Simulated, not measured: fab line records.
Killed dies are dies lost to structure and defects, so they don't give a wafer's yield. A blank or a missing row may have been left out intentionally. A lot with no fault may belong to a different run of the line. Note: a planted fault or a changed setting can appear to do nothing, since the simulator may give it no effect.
Chamber matching / flow n5 finfet / N5_BEOL_M11_STRIP_19 on rie diel-02: 4 sister chambers
The step strips in O2. 14 wafers are shown with their chamber, then 7 later ones without.

EACH WAFER AND ITS CHAMBER
wafer=L074.1; chamber=1; showerhead plenum p Torr (Torr)=2.14; throttle valve pct (%)=16.39; oes product au (a.u.)=0.82
wafer=L074.3; chamber=0; showerhead plenum p Torr (Torr)=2.11; throttle valve pct (%)=16.59; oes product au (a.u.)=0.68
wafer=L074.4; chamber=3; showerhead plenum p Torr (Torr)=2.18; throttle valve pct (%)=16.83; oes product au (a.u.)=0.67
wafer=L076.4; chamber=3; showerhead plenum p Torr (Torr)=2.18; throttle valve pct (%)=16.84; oes product au (a.u.)=0.66
wafer=L076.5; chamber=1; showerhead plenum p Torr (Torr)=2.13; throttle valve pct (%)=16.43; oes product au (a.u.)=0.80
wafer=L076.6; chamber=2; showerhead plenum p Torr (Torr)=2.24; throttle valve pct (%)=16.27; oes product au (a.u.)=0.93
wafer=L084.1; chamber=0; showerhead plenum p Torr (Torr)=2.11; throttle valve pct (%)=16.24; oes product au (a.u.)=0.97
wafer=L084.2; chamber=2; showerhead plenum p Torr (Torr)=2.23; throttle valve pct (%)=16.27; oes product au (a.u.)=0.88
wafer=L084.5; chamber=2; showerhead plenum p Torr (Torr)=2.23; throttle valve pct (%)=16.25; oes product au (a.u.)=0.89
wafer=L083.3; chamber=0; showerhead plenum p Torr (Torr)=2.11; throttle valve pct (%)=16.24; oes product au (a.u.)=0.95
wafer=L083.5; chamber=0; showerhead plenum p Torr (Torr)=2.11; throttle valve pct (%)=16.22; oes product au (a.u.)=0.95
wafer=L083.6; chamber=1; showerhead plenum p Torr (Torr)=2.13; throttle valve pct (%)=16.43; oes product au (a.u.)=0.79
wafer=L085.2; chamber=0; showerhead plenum p Torr (Torr)=2.11; throttle valve pct (%)=16.23; oes product au (a.u.)=0.95
wafer=L085.4; chamber=2; showerhead plenum p Torr (Torr)=2.23; throttle valve pct (%)=16.30; oes product au (a.u.)=0.88

SIGNATURES (means of the wafers above)
reading=showerhead plenum p Torr; chamber 0=2.1100; chamber 1=2.1333; chamber 2=2.2325; chamber 3=2.1800; scatter within a chamber=0.00376
reading=throttle valve pct; chamber 0=16.3040; chamber 1=16.4167; chamber 2=16.2725; chamber 3=16.8350; scatter within a chamber=0.102
reading=oes product au; chamber 0=0.9000; chamber 1=0.8033; chamber 2=0.8950; chamber 3=0.6650; scatter within a chamber=0.0794
Rule: distance of a wafer from a chamber = root of the sum over the readings of ((wafer's reading minus chamber's mean) / reading's scatter) squared. If the next closest chamber is less than 2 further off than the closest, the wafer can't be placed; otherwise it belongs to the closest. The scatter: take each reading less its chamber's mean, square it, sum over the shown wafers, divide by the number of wafers less the number of chambers, and take the root.

WAFERS WHOSE CHAMBER IS MISSING
wafer=L085.6; showerhead plenum p Torr (Torr)=2.13; throttle valve pct (%)=16.44; oes product au (a.u.)=0.79
wafer=L090.2; showerhead plenum p Torr (Torr)=2.23; throttle valve pct (%)=16.28; oes product au (a.u.)=0.88
wafer=L090.3; showerhead plenum p Torr (Torr)=2.13; throttle valve pct (%)=16.44; oes product au (a.u.)=0.78
wafer=L090.5; showerhead plenum p Torr (Torr)=2.11; throttle valve pct (%)=16.24; oes product au (a.u.)=0.92
wafer=L095.1; showerhead plenum p Torr (Torr)=2.17; throttle valve pct (%)=16.38; oes product au (a.u.)=0.93
wafer=L095.2; showerhead plenum p Torr (Torr)=2.10; throttle valve pct (%)=16.29; oes product au (a.u.)=0.90
wafer=L095.3; showerhead plenum p Torr (Torr)=2.12; throttle valve pct (%)=16.48; oes product au (a.u.)=0.77

WHICH CHAMBER EACH ONE RAN IN
wafer=L085.6; from the rows above=1; in truth=1
wafer=L090.2; from the rows above=2; in truth=2
wafer=L090.3; from the rows above=1; in truth=1
wafer=L090.5; from the rows above=0; in truth=0
wafer=L095.1; from the rows above=3; in truth=3
wafer=L095.2; from the rows above=0; in truth=0
wafer=L095.3; from the rows above=can't be placed: 0 or 1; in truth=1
Correctly placed: 6 of 7. From these rows, 1 cannot be placed; in 1 the true chamber is one of the candidates. 0 placed wrongly.
